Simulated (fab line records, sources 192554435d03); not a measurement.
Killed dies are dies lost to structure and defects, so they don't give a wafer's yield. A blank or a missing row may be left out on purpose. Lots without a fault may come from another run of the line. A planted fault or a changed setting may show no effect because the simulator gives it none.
Chamber matching | flow n5_finfet | N5_BEOL_M13_ETCH_68 on rie_diel-05: 4 sister chambers
The step etches SOC in N2/H2, time 355 s. 4 wafers are shown with their chamber, then 8 later ones without.

WAFERS WITH THEIR CHAMBER
wafer  | chamber | showerhead_plenum_p_Torr (Torr)
L085.1 | 2       | 2.56
L085.2 | 1       | 2.43
L085.3 | 0       | 2.59
L088.1 | 3       | 2.60

WAFERS WITHOUT THEIR CHAMBER
wafer  | showerhead_plenum_p_Torr (Torr)
L088.4 | 2.43
L088.5 | 2.60
L095.1 | 2.60
L095.3 | 2.58
L095.6 | 2.60
L097.1 | 2.58
L097.4 | 2.59
L097.6 | 2.60

WHICH CHAMBER EACH WENT THROUGH
wafer  | from the rows above | in truth
L088.4 | 1                   | 1
L088.5 | 3                   | 3
L095.1 | 3                   | 3
L095.3 | 0                   | 0
L095.6 | 3                   | 3
L097.1 | 0                   | 0
L097.4 | 0                   | 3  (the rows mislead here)
L097.6 | 3                   | 3
Placed correctly: 7 of 8. Can't be placed from these rows: 0. Placed wrongly: 1.
How it was worked out, from the rows above alone: a wafer's distance from a chamber is the root of the sum, over the readings, of the square of ((its reading less the chamber's mean) divided by the reading's scatter). The wafer belongs to the nearest chamber; if the next one is less than 2 further off, it can't be placed. A chamber's mean is the mean of its shown wafers. The scatter: with one shown wafer a chamber, the root of the mean of the squares of how far each hidden wafer lies from its nearest shown one.
